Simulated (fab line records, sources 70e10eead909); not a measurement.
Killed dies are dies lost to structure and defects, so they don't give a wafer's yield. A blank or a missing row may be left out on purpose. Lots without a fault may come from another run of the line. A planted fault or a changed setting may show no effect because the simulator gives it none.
A struck lot beside a sound one | flow nand_harc | 14 steps out of a route of 1159
Sound: wafers L731.2, L731.4, L731.6. Struck: wafer L737.1. (L737.6 of the same lot was not struck and is left out.) The cause comes at the end.
At each step with rows: each side's tool, then ch and its chambers, then its first start. Under that, the readings that differ: sound wafers | struck wafers | difference of the means | sigmas: that difference in standard deviations of wafers without a fault.
alike: readings whose means differ by less than 2 such deviations, and words and numbers that are the same on both sides. not compared: withheld readings, readings that some wafer has no value for, bounds like >300 that may hide the same value, and numbers for which the record gives no deviation and whose values overlap.
The two part at a step that has a row with sigmas, a row that says differs or no value, or rows on one side only. Numbers that don't overlap but have no deviation are shown without sigmas and don't part them. A reading that every wafer of one side lacks parts them only if that side has two wafers or more.

first, 1 step without rows for these wafers: NHARC_A_WL_FILL_CVD_03 (deposits W, target thk 40 nm, time 3302 s).
NHARC_A_WL_FILL_ETCHBACK_04: etches the open film in NF3, target depth 60 nm, time 120 s.
  sound on rie_metal-01 ch 1, day 15 19:46; struck on rie_metal-01 ch 0, day 17 15:27
  alike: drypump_motor_current_A, oes_product_au, run_length_s
  not compared: rf_hours_counter_h
NHARC_A_WL_FILL_ETCHBACK_05: etches the open film in Cl2/BCl3, target depth 22 nm, time 60 s.
  sound on rie_metal-01 ch 0,1, day 15 19:58; struck on rie_metal-01 ch 0, day 17 15:39
  alike: drypump_motor_current_A, oes_product_au, run_length_s, temp_c
  not compared: rf_hours_counter_h
then, 5 steps without rows for these wafers: NHARC_A_WL_FILL_STRIP_27 (strips in N2/H2, time 20 s); NHARC_A_WL_FILL_STRIP_28 (strips in post etch residue remover, time 1200 s); NHARC_A_WL_FILL_PRECLEAN_06 (cleans in DIW, time 300 s); NHARC_A_WL_FILL_SRD_07; NHARC_A_WL_FILL_ANNEAL_08 (time 1800 s).
NHARC_A_WL_FILL_ALD_10: deposits SiO2, target thk 50 nm, pulse time 10 s, ald cycles 500.
  sound on ald_hk-03 ch 1,3, day 15 23:19; struck on ald_hk-03 ch 0, day 17 23:59
  reading                    | sound             | struck | difference | sigmas
  heater_power_w (W)         | 460 481 498       | 582    | +102       | +2
  precursor_pulse_height_rel | 1.017 1.009 1.016 | 0.963  | -0.051     | -2
NHARC_A_WL_FILL_ETCHBACK_16: etches the open film in C4F8/O2/Ar, target depth 88 nm, time 17.6 s.
  sound on rie_diel-13 ch 0,2,3; struck on rie_diel-02 ch 3
  reading               | sound          | struck | difference | sigmas
  oes_product_au (a.u.) | 0.98 0.99 1.01 | 0.92   | -0.07      | -2
  alike: rf_fwd_power_W, rf_vpp_V, run_length_s
  not compared: rf_hours_counter_h
NHARC_A_WL_FILL_STRIP_29: strips in O2, time 20 s.
  sound on rie_diel-13 ch 1,2,3, day 16 03:32; struck on rie_diel-02 ch 0, day 18 03:10
  alike: drypump_motor_current_A, oes_product_au, rf_vpp_V, showerhead_plenum_p_Torr, throttle_valve_pct
  not compared: rf_hours_counter_h
NHARC_A_WL_FILL_ETCHBACK_17: etches the open film in Cl2/BCl3, target depth 4 nm, time 26.7 s.
  sound on rie_metal-01 ch 0,1, day 16 03:38; struck on rie_metal-01 ch 0, day 18 03:16
  reading          | sound          | struck | difference | sigmas
  run_length_s (s) | 48.4 48.5 48.7 | 39.1   | -9.4       | -16
  alike: drypump_motor_current_A, oes_product_au
  not compared: rf_hours_counter_h
then, 2 steps without rows for these wafers: NHARC_A_WL_FILL_PRECLEAN_18 (cleans in dHF, time 30 s); NHARC_END_SORT_01.

WHERE THEY PART
First at NHARC_A_WL_FILL_ALD_10; last, within this record, at NHARC_A_WL_FILL_ETCHBACK_17.

WHY: what the simulator had put in
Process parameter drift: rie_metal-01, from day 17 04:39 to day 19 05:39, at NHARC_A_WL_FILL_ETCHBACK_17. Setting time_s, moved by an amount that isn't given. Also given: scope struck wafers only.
